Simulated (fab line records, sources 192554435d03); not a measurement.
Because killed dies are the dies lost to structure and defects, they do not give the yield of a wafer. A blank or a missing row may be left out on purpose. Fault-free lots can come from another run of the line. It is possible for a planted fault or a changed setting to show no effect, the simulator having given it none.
What tool caused it? | flow n5Finfet | 24 lots, 72 wafers sampled, at 6 steps of a route of 1938

== WHAT THE GAUGES READ, wafer by wafer ==
The record lacks any reading of a measuring or inspecting step that a usual standard deviation could be used to judge.

== WHICH TOOL RAN EACH LOT (tool, then ch and the chambers of the sampled wafers, then the start) ==
lot  | N5_BEOL_M2_DESCUM_16              | N5_BEOL_M2_DESCUM_33              | N5_BEOL_M2_ETCH_70                | N5_BEOL_M2_STRIP_36               | N5_BEOL_M2_PRE_CLEAN_45     | N5_BEOL_M2_ANNEAL_93
L074 | rieDiel-06 ch 1,2, day 6 15:43    | rieDiel-06 ch 0,3, day 6 16:53    | rieDiel-02 ch 0,1,3, day 6 20:10  | rieDiel-02 ch 0,1,3, day 6 20:20  | pvdSputter-01, day 6 21:12  | pvdSputter-03, day 6 23:19
L075 | rieDiel-02 ch 0,1, day 6 20:52    | rieDiel-06 ch 0,1,3, day 6 21:52  | rieDiel-02 ch 0,1,2, day 6 23:37  | rieDiel-02 ch 0,1,2, day 6 23:47  | pvdSputter-03, day 7 00:46  | pvdSputter-02, day 7 03:00
L076 | rieDiel-05 ch 0,2,3, day 7 05:06  | rieDiel-05 ch 0,1,3, day 7 06:21  | rieDiel-06 ch 1,2,3, day 7 10:20  | rieDiel-06 ch 1,2,3, day 7 10:31  | pvdSputter-02, day 7 11:07  | pvdSputter-01, day 7 13:04
L077 | rieDiel-05 ch 1,3, day 7 08:30    | rieDiel-06 ch 0,1,2, day 7 09:23  | rieDiel-02 ch 0,1,3, day 7 13:28  | rieDiel-02 ch 0,2,3, day 7 13:38  | pvdSputter-02, day 7 14:23  | pvdSputter-01, day 7 16:25
L079 | rieDiel-06 ch 1,2, day 7 18:04    | rieDiel-05 ch 2,3, day 7 19:11    | rieDiel-06 ch 0,2,3, day 8 00:41  | rieDiel-06 ch 0,2,3, day 8 00:51  | pvdSputter-03, day 8 01:30  | pvdSputter-01, day 8 03:43
L078 | rieDiel-05 ch 0,2,3, day 7 21:08  | rieDiel-02 ch 2,3, day 7 22:01    | rieDiel-05 ch 0,1, day 8 01:01    | rieDiel-05 ch 0,1, day 8 01:11    | pvdSputter-03, day 8 01:49  | pvdSputter-01, day 8 05:38
L080 | rieDiel-02 ch 0,2, day 8 02:44    | rieDiel-02 ch 0,1,2, day 8 03:37  | rieDiel-02 ch 1,2, day 8 05:42    | rieDiel-02 ch 1,2, day 8 05:52    | pvdSputter-03, day 8 06:35  | pvdSputter-03, day 8 08:44
L081 | rieDiel-06 ch 0,2,3, day 8 08:14  | rieDiel-05 ch 2,3, day 8 09:20    | rieDiel-02 ch 0,1, day 8 15:47    | rieDiel-02 ch 0,1, day 8 15:57    | pvdSputter-02, day 8 16:54  | pvdSputter-03, day 8 20:43
L082 | rieDiel-02 ch 0,2,3, day 8 21:25  | rieDiel-02 ch 0,3, day 8 22:19    | rieDiel-06 ch 0,1,2, day 9 02:18  | rieDiel-06 ch 0,1,2, day 9 02:28  | pvdSputter-03, day 9 03:02  | pvdSputter-01, day 9 05:05
L083 | rieDiel-02 ch 0,3, day 9 06:07    | rieDiel-06 ch 0,1,3, day 9 07:00  | rieDiel-06 ch 1,2,3, day 9 09:32  | rieDiel-06 ch 1,2,3, day 9 09:41  | pvdSputter-03, day 9 10:24  | pvdSputter-03, day 9 12:25
L084 | rieDiel-02 ch 0,2,3, day 9 09:32  | rieDiel-05 ch 1,2, day 9 10:27    | rieDiel-05 ch 0,1,3, day 9 17:33  | rieDiel-05 ch 0,1,3, day 9 17:43  | pvdSputter-01, day 9 18:21  | pvdSputter-01, day 9 20:26
L085 | rieDiel-02 ch 0,2,3, day 9 18:38  | rieDiel-06 ch 1,3, day 9 19:31    | rieDiel-02 ch 1,2, day 9 20:33    | rieDiel-02 ch 1,2, day 9 20:43    | pvdSputter-03, day 9 21:23  | pvdSputter-03, day 10 01:08
L086 | rieDiel-05 ch 0,1,2, day 9 21:32  | rieDiel-05 ch 1,2,3, day 9 22:38  | rieDiel-05 ch 1,2,3, day 10 01:29 | rieDiel-05 ch 1,2,3, day 10 01:40 | pvdSputter-01, day 10 02:05 | pvdSputter-01, day 10 04:18
L087 | rieDiel-05 ch 0,3, day 10 02:24   | rieDiel-06 ch 0,2,3, day 10 03:26 | rieDiel-06 ch 0,1,2, day 10 03:50 | rieDiel-06 ch 0,1,2, day 10 04:01 | pvdSputter-03, day 10 04:48 | pvdSputter-02, day 10 06:44
L088 | rieDiel-05 ch 0,2,3, day 10 03:29 | rieDiel-06 ch 1,2,3, day 10 04:33 | rieDiel-05 ch 1,2,3, day 10 06:51 | rieDiel-05 ch 1,2,3, day 10 07:01 | pvdSputter-03, day 10 07:48 | pvdSputter-02, day 10 09:46
L090 | rieDiel-02 ch 0,1,2, day 10 14:15 | rieDiel-06 ch 0,2, day 10 15:24   | rieDiel-05 ch 1,3, day 10 21:19   | rieDiel-05 ch 1,3, day 10 21:29   | pvdSputter-01, day 10 21:56 | pvdSputter-02, day 11 00:02
L089 | rieDiel-02 ch 0,1, day 10 15:23   | rieDiel-02 ch 0,1,2, day 10 16:19 | rieDiel-05 ch 1,2, day 10 22:40   | rieDiel-05 ch 1,2, day 10 22:50   | pvdSputter-01, day 10 23:50 | pvdSputter-03, day 11 01:52
L091 | rieDiel-06 ch 2,3, day 10 22:16   | rieDiel-02 ch 2,3, day 10 23:14   | rieDiel-05 ch 1,3, day 11 03:01   | rieDiel-05 ch 1,3, day 11 03:11   | pvdSputter-03, day 11 04:19 | pvdSputter-03, day 11 06:39
L092 | rieDiel-05 ch 0,1,2, day 10 23:47 | rieDiel-05 ch 0,1, day 11 00:44   | rieDiel-05 ch 1,3, day 11 04:48   | rieDiel-05 ch 1,3, day 11 04:58   | pvdSputter-02, day 11 05:40 | pvdSputter-03, day 11 08:43
L094 | rieDiel-02 ch 0,2,3, day 11 13:20 | rieDiel-06 ch 2,3, day 11 14:22   | rieDiel-05 ch 0,1,2, day 11 20:47 | rieDiel-05 ch 0,1,2, day 11 20:57 | pvdSputter-01, day 11 21:47 | pvdSputter-01, day 12 00:13
L093 | rieDiel-05 ch 0,2,3, day 11 13:40 | rieDiel-05 ch 1,3, day 11 14:41   | rieDiel-05 ch 0,1, day 12 00:12   | rieDiel-05 ch 0,1, day 12 00:22   | pvdSputter-01, day 12 01:04 | pvdSputter-03, day 12 03:02
L095 | rieDiel-02 ch 0,1,2, day 12 07:54 | rieDiel-06 ch 0,1,2, day 12 08:56 | rieDiel-02 ch 1,2,3, day 12 09:39 | rieDiel-02 ch 1,2,3, day 12 09:49 | pvdSputter-03, day 12 10:32 | pvdSputter-03, day 12 14:20
L096 | rieDiel-05 ch 0,2, day 12 08:02   | rieDiel-06 ch 0,1, day 12 09:02   | rieDiel-06 ch 0,1, day 12 14:06   | rieDiel-06 ch 0,1, day 12 14:16   | pvdSputter-02, day 12 15:04 | pvdSputter-01, day 12 17:04
L097 | rieDiel-02 ch 1,2,3, day 12 10:53 | rieDiel-05 ch 0,2,3, day 12 12:05 | rieDiel-06 ch 1,2,3, day 12 15:59 | rieDiel-06 ch 1,2,3, day 12 16:10 | pvdSputter-03, day 12 17:17 | pvdSputter-01, day 12 19:13
- N5_BEOL_M2_DESCUM_16: chemistry O2, time 7 s.
- N5_BEOL_M2_DESCUM_33: chemistry O2, time 7 s.
- N5_BEOL_M2_ETCH_70: etches SOC in N2/H2, target depth 80 nm, overetch 24 nm, time 130 s.
- N5_BEOL_M2_STRIP_36: strips in N2/H2.
- N5_BEOL_M2_PRE_CLEAN_45: time 30 s.
- N5_BEOL_M2_ANNEAL_93: time 240 s.

== WHAT THE TOOLS THEMSELVES READ (means of the sampled wafers that have a number; where no wafer has one, the mark that the record gives instead) ==
N5_BEOL_M2_DESCUM_16. Usual: drypumpMotorCurrentA 5.8 A, standard deviation 0.52; oesProductAu 0.78 a.u., standard deviation 0.09; rfVppV 243.6 V, standard deviation 1.4; showerheadPlenumPTorr 2.12 Torr, standard deviation 0.073; throttleValvePct 20.38 %, standard deviation 0.24.
lot  | tool       | drypumpMotorCurrentA (A) | oesProductAu (a.u.) | rfVppV (V) | showerheadPlenumPTorr (Torr) | throttleValvePct (%) | flag
L074 | rieDiel-06 | 5.6                      | 0.69                | 241.9      | 1.98                         | 20.87                | 
L075 | rieDiel-02 | 6.5                      | 0.81                | 243.8      | 2.18                         | 20.19                | 
L076 | rieDiel-05 | 5.4                      | 0.87                | 244.6      | 2.15                         | 20.20                | 
L077 | rieDiel-05 | 5.0                      | 0.75                | 243.9      | 2.15                         | 20.47                | 
L079 | rieDiel-06 | 5.4                      | 0.70                | 240.9      | 1.99                         | 20.85                | 
L078 | rieDiel-05 | 5.4                      | 0.86                | 244.2      | 2.15                         | 20.22                | 
L080 | rieDiel-02 | 6.1                      | 0.74                | 244.3      | 2.15                         | 20.35                | 
L081 | rieDiel-06 | 5.6                      | 0.76                | 243.5      | 2.10                         | 20.63                | 
L082 | rieDiel-02 | 6.0                      | 0.71                | 244.0      | 2.11                         | 20.37                | 
L083 | rieDiel-02 | 6.0                      | 0.70                | 242.3      | 2.07                         | 20.41                | 
L084 | rieDiel-02 | 6.0                      | 0.71                | 243.5      | 2.10                         | 20.39                | 
L085 | rieDiel-02 | 6.0                      | 0.71                | 243.0      | 2.10                         | 20.39                | 
L086 | rieDiel-05 | 5.5                      | 0.87                | 243.2      | 2.13                         | 20.34                | 
L087 | rieDiel-05 | 5.2                      | 0.75                | 244.1      | 2.11                         | 20.29                | 
L088 | rieDiel-05 | 5.4                      | 0.83                | 244.8      | 2.14                         | 20.25                | 
L090 | rieDiel-02 | 6.3                      | 0.74                | 244.1      | 2.15                         | 20.31                | 
L089 | rieDiel-02 | 6.4                      | 0.74                | 244.3      | 2.12                         | 20.23                | 
L091 | rieDiel-06 | 5.3                      | 0.76                | 242.2      | 2.07                         | 20.67                | 
L092 | rieDiel-05 | 5.5                      | 0.85                | 244.2      | 2.13                         | 20.35                | 
L094 | rieDiel-02 | 6.0                      | 0.79                | 243.3      | 2.10                         | 20.28                | 
L093 | rieDiel-05 | 5.4                      | 0.81                | 243.7      | 2.13                         | 20.26                | 
L095 | rieDiel-02 | 6.3                      | 0.73                | 243.7      | 2.15                         | 20.33                | 
L096 | rieDiel-05 | 5.8                      | 0.85                | 243.2      | 2.09                         | 20.14                | 
L097 | rieDiel-02 | 6.1                      | 0.81                | 242.4      | 2.14                         | 20.27                | 

N5_BEOL_M2_DESCUM_33. Usual: drypumpMotorCurrentA 5.7 A, standard deviation 0.45; oesProductAu 0.79 a.u., standard deviation 0.098; rfVppV 243.7 V, standard deviation 1.6; showerheadPlenumPTorr 2.12 Torr, standard deviation 0.083; throttleValvePct 20.47 %, standard deviation 0.28.
lot  | tool       | drypumpMotorCurrentA (A) | oesProductAu (a.u.) | rfVppV (V) | showerheadPlenumPTorr (Torr) | throttleValvePct (%) | flag
L074 | rieDiel-06 | 5.8                      | 0.77                | 243.0      | 2.13                         | 20.63                | 
L075 | rieDiel-06 | 5.8                      | 0.77                | 242.7      | 2.09                         | 20.65                | 
L076 | rieDiel-05 | 5.3                      | 0.83                | 244.3      | 2.11                         | 20.35                | 
L077 | rieDiel-06 | 5.6                      | 0.70                | 241.4      | 2.02                         | 20.86                | 
L079 | rieDiel-05 | 5.0                      | 0.78                | 244.9      | 2.19                         | 20.35                | 
L078 | rieDiel-02 | 5.8                      | 0.70                | 243.8      | 2.10                         | 20.46                | 
L080 | rieDiel-02 | 6.3                      | 0.76                | 244.3      | 2.16                         | 20.27                | 
L081 | rieDiel-05 | 5.3                      | 0.85                | 244.8      | 2.20                         | 20.29                | 
L082 | rieDiel-02 | 6.2                      | 0.71                | 242.6      | 2.08                         | 20.31                | 
L083 | rieDiel-06 | 5.8                      | 0.84                | 243.6      | 2.17                         | 20.56                | 
L084 | rieDiel-05 | 5.3                      | 0.84                | 244.1      | 2.15                         | 20.57                | 
L085 | rieDiel-06 | 5.8                      | 0.92                | 246.9      | 2.22                         | 20.46                | 
L086 | rieDiel-05 | 5.2                      | 0.80                | 245.0      | 2.16                         | 20.47                | 
L087 | rieDiel-06 | 5.5                      | 0.75                | 243.0      | 2.09                         | 20.67                | 
L088 | rieDiel-06 | 5.6                      | 0.84                | 244.1      | 2.14                         | 20.55                | 
L090 | rieDiel-06 | 5.3                      | 0.69                | 241.4      | 2.02                         | 20.87                | 
L089 | rieDiel-02 | 6.3                      | 0.75                | 243.7      | 2.15                         | 20.31                | 
L091 | rieDiel-02 | 5.9                      | 0.80                | 243.9      | 2.13                         | 20.35                | 
L092 | rieDiel-05 | 5.4                      | 0.81                | 243.2      | 2.09                         | 20.50                | 
L094 | rieDiel-06 | 5.3                      | 0.74                | 243.2      | 2.07                         | 20.68                | 
L093 | rieDiel-05 | 5.1                      | 0.75                | 243.1      | 2.12                         | 20.64                | 
L095 | rieDiel-06 | 5.6                      | 0.85                | 243.4      | 2.09                         | 20.67                | 
L096 | rieDiel-06 | 5.9                      | 0.92                | 243.7      | 2.16                         | 20.57                | 
L097 | rieDiel-05 | 5.4                      | 0.80                | 243.5      | 2.13                         | 20.27                | 

N5_BEOL_M2_ETCH_70. Usual: drypumpMotorCurrentA 5.7 A, standard deviation 0.47; oesProductAu 0.58 a.u., standard deviation 0.063; rfVppV 524.9 V, standard deviation 2.7; showerheadPlenumPTorr 2.58 Torr, standard deviation 0.098; throttleValvePct 17.84 %, standard deviation 0.27.
lot  | tool       | drypumpMotorCurrentA (A) | oesProductAu (a.u.) | rfVppV (V) | showerheadPlenumPTorr (Torr) | throttleValvePct (%) | flag
L074 | rieDiel-02 | 6.3                      | 0.56                | 524.1      | 2.58                         | 17.65                | 
L075 | rieDiel-02 | 6.3                      | 0.57                | 527.5      | 2.62                         | 17.62                | 
L076 | rieDiel-06 | 5.6                      | 0.57                | 522.7      | 2.51                         | 18.11                | 
L077 | rieDiel-02 | 6.3                      | 0.55                | 525.3      | 2.58                         | 17.67                | 
L079 | rieDiel-06 | 5.5                      | 0.56                | 523.9      | 2.55                         | 18.03                | 
L078 | rieDiel-05 | 5.7                      | 0.65                | 523.1      | 2.51                         | 17.66                | 
L080 | rieDiel-02 | 6.1                      | 0.57                | 526.1      | 2.65                         | 17.72                | 
L081 | rieDiel-02 | 6.4                      | 0.56                | 524.9      | 2.58                         | 17.57                | 
L082 | rieDiel-06 | 5.6                      | 0.58                | 524.7      | 2.55                         | 18.19                | 
L083 | rieDiel-06 | 5.6                      | 0.62                | 525.5      | 2.61                         | 17.99                | 
L084 | rieDiel-05 | 5.3                      | 0.59                | 524.5      | 2.57                         | 17.84                | 
L085 | rieDiel-02 | 6.2                      | 0.56                | 526.7      | 2.65                         | 17.75                | 
L086 | rieDiel-05 | 5.2                      | 0.59                | 526.4      | 2.64                         | 17.88                | 
L087 | rieDiel-06 | 5.6                      | 0.57                | 524.5      | 2.55                         | 18.22                | 
L088 | rieDiel-05 | 5.2                      | 0.58                | 526.3      | 2.64                         | 17.88                | 
L090 | rieDiel-05 | 4.9                      | 0.54                | 525.3      | 2.61                         | 18.02                | 
L089 | rieDiel-05 | 5.3                      | 0.61                | 525.5      | 2.62                         | 17.96                | 
L091 | rieDiel-05 | 5.1                      | 0.56                | 524.7      | 2.59                         | 18.08                | 
L092 | rieDiel-05 | 5.1                      | 0.56                | 524.8      | 2.59                         | 18.08                | 
L094 | rieDiel-05 | 5.5                      | 0.61                | 524.6      | 2.58                         | 17.77                | 
L093 | rieDiel-05 | 5.4                      | 0.60                | 523.7      | 2.54                         | 17.93                | 
L095 | rieDiel-02 | 6.1                      | 0.60                | 526.0      | 2.60                         | 17.66                | 
L096 | rieDiel-06 | 5.8                      | 0.69                | 524.7      | 2.57                         | 17.98                | 
L097 | rieDiel-06 | 5.6                      | 0.59                | 525.3      | 2.60                         | 18.05                | 

N5_BEOL_M2_STRIP_36. Usual: drypumpMotorCurrentA 5.7 A, standard deviation 0.47; oesProductAu 0.79 a.u., standard deviation 0.092; rfVppV 59.3 V, standard deviation 1.4; showerheadPlenumPTorr 2.58 Torr, standard deviation 0.098; throttleValvePct 23.7 %, standard deviation 0.32.
lot  | tool       | drypumpMotorCurrentA (A) | oesProductAu (a.u.) | rfVppV (V) | showerheadPlenumPTorr (Torr) | throttleValvePct (%) | flag
L074 | rieDiel-02 | 6.2                      | 0.76                | 58.7       | 2.57                         | 23.4                 | 
L075 | rieDiel-02 | 6.3                      | 0.77                | 59.4       | 2.61                         | 23.4                 | 
L076 | rieDiel-06 | 5.6                      | 0.77                | 59.9       | 2.51                         | 24.0                 | 
L077 | rieDiel-02 | 6.0                      | 0.72                | 59.6       | 2.56                         | 23.6                 | 
L079 | rieDiel-06 | 5.6                      | 0.76                | 59.3       | 2.54                         | 23.9                 | 
L078 | rieDiel-05 | 5.7                      | 0.89                | 59.5       | 2.51                         | 23.6                 | 
L080 | rieDiel-02 | 6.1                      | 0.76                | 58.8       | 2.65                         | 23.6                 | 
L081 | rieDiel-02 | 6.5                      | 0.75                | 59.2       | 2.58                         | 23.3                 | 
L082 | rieDiel-06 | 5.6                      | 0.79                | 60.3       | 2.55                         | 24.1                 | 
L083 | rieDiel-06 | 5.6                      | 0.85                | 60.1       | 2.61                         | 23.9                 | 
L084 | rieDiel-05 | 5.3                      | 0.80                | 59.6       | 2.56                         | 23.7                 | 
L085 | rieDiel-02 | 6.1                      | 0.75                | 58.7       | 2.64                         | 23.6                 | 
L086 | rieDiel-05 | 5.2                      | 0.79                | 60.2       | 2.64                         | 23.7                 | 
L087 | rieDiel-06 | 5.6                      | 0.78                | 59.4       | 2.54                         | 24.2                 | 
L088 | rieDiel-05 | 5.2                      | 0.79                | 59.5       | 2.63                         | 23.7                 | 
L090 | rieDiel-05 | 5.0                      | 0.72                | 58.0       | 2.61                         | 23.8                 | 
L089 | rieDiel-05 | 5.3                      | 0.82                | 59.1       | 2.61                         | 23.9                 | 
L091 | rieDiel-05 | 5.1                      | 0.75                | 59.6       | 2.59                         | 24.0                 | 
L092 | rieDiel-05 | 5.1                      | 0.76                | 59.7       | 2.59                         | 24.0                 | 
L094 | rieDiel-05 | 5.5                      | 0.84                | 58.1       | 2.58                         | 23.6                 | 
L093 | rieDiel-05 | 5.4                      | 0.81                | 60.0       | 2.53                         | 23.9                 | 
L095 | rieDiel-02 | 6.1                      | 0.80                | 59.7       | 2.59                         | 23.5                 | 
L096 | rieDiel-06 | 5.8                      | 0.93                | 58.9       | 2.57                         | 24.0                 | 
L097 | rieDiel-06 | 5.6                      | 0.81                | 59.0       | 2.59                         | 24.0                 | 

N5_BEOL_M2_PRE_CLEAN_45. Usual: heaterPowerW 315 W, standard deviation 28.
lot  | tool          | heaterPowerW (W) | flag
L074 | pvdSputter-01 | 321              | 
L075 | pvdSputter-03 | 303              | 
L076 | pvdSputter-02 | 341              | 
L077 | pvdSputter-02 | 355              | 
L079 | pvdSputter-03 | 295              | 
L078 | pvdSputter-03 | 324              | 
L080 | pvdSputter-03 | 319              | 
L081 | pvdSputter-02 | 331              | 
L082 | pvdSputter-03 | 313              | 
L083 | pvdSputter-03 | 316              | 
L084 | pvdSputter-01 | 309              | 
L085 | pvdSputter-03 | 308              | 
L086 | pvdSputter-01 | 308              | 
L087 | pvdSputter-03 | 303              | 
L088 | pvdSputter-03 | 292              | 
L090 | pvdSputter-01 | 293              | 
L089 | pvdSputter-01 | 326              | 
L091 | pvdSputter-03 | 312              | 
L092 | pvdSputter-02 | 325              | 
L094 | pvdSputter-01 | 313              | 
L093 | pvdSputter-01 | 314              | 
L095 | pvdSputter-03 | 296              | 
L096 | pvdSputter-02 | 341              | 
L097 | pvdSputter-03 | 313              | 

N5_BEOL_M2_ANNEAL_93. Usual: heaterPowerW 779 W, standard deviation 67.
lot  | tool          | heaterPowerW (W) | flag
L074 | pvdSputter-03 | 817              | 
L075 | pvdSputter-02 | 804              | 
L076 | pvdSputter-01 | 804              | 
L077 | pvdSputter-01 | 759              | 
L079 | pvdSputter-01 | 763              | 
L078 | pvdSputter-01 | 812              | 
L080 | pvdSputter-03 | 767              | 
L081 | pvdSputter-03 | 790              | 
L082 | pvdSputter-01 | 814              | 
L083 | pvdSputter-03 | 758              | 
L084 | pvdSputter-01 | 780              | 
L085 | pvdSputter-03 | 758              | 
L086 | pvdSputter-01 | 798              | 
L087 | pvdSputter-02 | 817              | 
L088 | pvdSputter-02 | 805              | 
L090 | pvdSputter-02 | 777              | 
L089 | pvdSputter-03 | 782              | 
L091 | pvdSputter-03 | 723              | 
L092 | pvdSputter-03 | 737              | 
L094 | pvdSputter-01 | 751              | 
L093 | pvdSputter-03 | 791              | 
L095 | pvdSputter-03 | 754              | 
L096 | pvdSputter-01 | 756              | 
L097 | pvdSputter-01 | 796              | 

== THE ANSWER, worked out from the rows above alone ==
Rule: lot off if the mean of its wafers having a number is beyond 3 standard deviations from the usual mean. Also off: a lot with no number at a reading for which 4 or more lots have one. All remaining lots with rows at the step are treated as sound. After the gauges, taken in route order, come the tools' own readings; for these a lot's mean is taken, as printed above. At the first step where some lot is off, the reading lying furthest off is the one used; lots without a number count as furthest.
Nothing can be told from this: no lot is off at any reading shown.

== WHAT THE SIMULATOR PUT IN ==
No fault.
